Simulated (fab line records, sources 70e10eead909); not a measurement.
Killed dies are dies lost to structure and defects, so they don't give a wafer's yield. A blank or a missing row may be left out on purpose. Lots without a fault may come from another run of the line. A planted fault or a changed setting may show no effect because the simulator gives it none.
Chamber matching | flow nand_harc | NHARC_A_BONDPAD_DEP_00 on pecvd-04: 3 sister chambers
The step deposits SiCN, target thk 250 nm. 6 wafers are shown with their chamber, then 8 later ones without.

WAFERS WITH THEIR CHAMBER
wafer  | chamber | heater_power_w (W)
L084.4 | 2       | 473
L084.5 | 1       | 490
L089.1 | 2       | 443
L089.2 | 1       | 577
L089.4 | 0       | 505
L089.3 | 0       | 494

WAFERS WITHOUT THEIR CHAMBER
wafer  | heater_power_w (W)
L089.5 | 459
L089.6 | 463
L095.1 | 477
L095.2 | 512
L095.4 | 525
L094.2 | 591
L094.4 | 575
L094.5 | 539

WHICH CHAMBER EACH WENT THROUGH
wafer  | from the rows above          | in truth
L089.5 | can't be placed: 2 or 0 or 1 | 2
L089.6 | can't be placed: 2 or 0 or 1 | 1
L095.1 | can't be placed: 2 or 0 or 1 | 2
L095.2 | can't be placed: 0 or 1 or 2 | 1
L095.4 | can't be placed: 1 or 0 or 2 | 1
L094.2 | can't be placed: 1 or 0 or 2 | 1
L094.4 | can't be placed: 1 or 0 or 2 | 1
L094.5 | can't be placed: 1 or 0 or 2 | 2
Placed correctly: 0 of 8. Can't be placed from these rows: 8 (the true chamber is among the candidates in 8). Placed wrongly: 0.
How it was worked out, from the rows above alone: a wafer's distance from a chamber is the root of the sum, over the readings, of the square of ((its reading less the chamber's mean) divided by the reading's scatter). The wafer belongs to the nearest chamber; if the next one is less than 2 further off, it can't be placed. A chamber's mean is the mean of its shown wafers. The scatter: the root of (the sum of the squares of (reading less its chamber's mean) over the shown wafers, divided by (wafers less chambers)).
